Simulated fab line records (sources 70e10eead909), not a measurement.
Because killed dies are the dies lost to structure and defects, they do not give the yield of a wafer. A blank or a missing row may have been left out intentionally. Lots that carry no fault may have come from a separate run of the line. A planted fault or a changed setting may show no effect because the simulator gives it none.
Matching of chambers -- flow nandHarc -- NHARC_A_STAIRCASE_TRIM_12 on rieDiel-12 has 4 sister chambers
The step chemistry O2, time 211.2 s. 4 wafers are shown with their chamber, then 12 later ones without.

== EACH WAFER AND ITS CHAMBER ==
wafer,chamber,drypumpMotorCurrentA (A)
L085.4,1,5.8
L087.1,0,6.3
L087.4,2,5.3
L087.5,3,5.6

== WAFERS MISSING THEIR CHAMBER ==
wafer,drypumpMotorCurrentA (A)
L089.1,5.3
L089.2,5.8
L089.4,5.8
L088.1,5.8
L088.4,5.3
L088.6,5.7
L094.2,6.3
L094.3,5.7
L094.5,5.3
L097.1,6.3
L097.2,5.8
L097.4,5.3

== WHICH CHAMBER EACH ONE RAN IN ==
wafer,from the rows above,in truth
L089.1,2,2
L089.2,1,1
L089.4,1,1
L088.1,1,1
L088.4,2,2
L088.6,can't be placed: 1 or 3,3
L094.2,0,0
L094.3,can't be placed: 1 or 3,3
L094.5,2,2
L097.1,0,0
L097.2,1,1
L097.4,2,2
10 of 12 placed correctly. Cannot be placed on the basis of these rows: 2; the candidates contain the true chamber in 2. Wrongly placed: 0.
How it was worked out, from the rows above alone: a wafer's distance from a chamber is the root of the sum, over the readings, of the square of ((its reading less the chamber's mean) divided by the reading's scatter). If the next closest chamber is less than 2 further off than the closest, the wafer can't be placed; otherwise it belongs to the closest. The mean given for a chamber averages the wafers shown for that chamber. The scatter: with one shown wafer a chamber, the root of the mean of the squares of how far each hidden wafer lies from its nearest shown one.
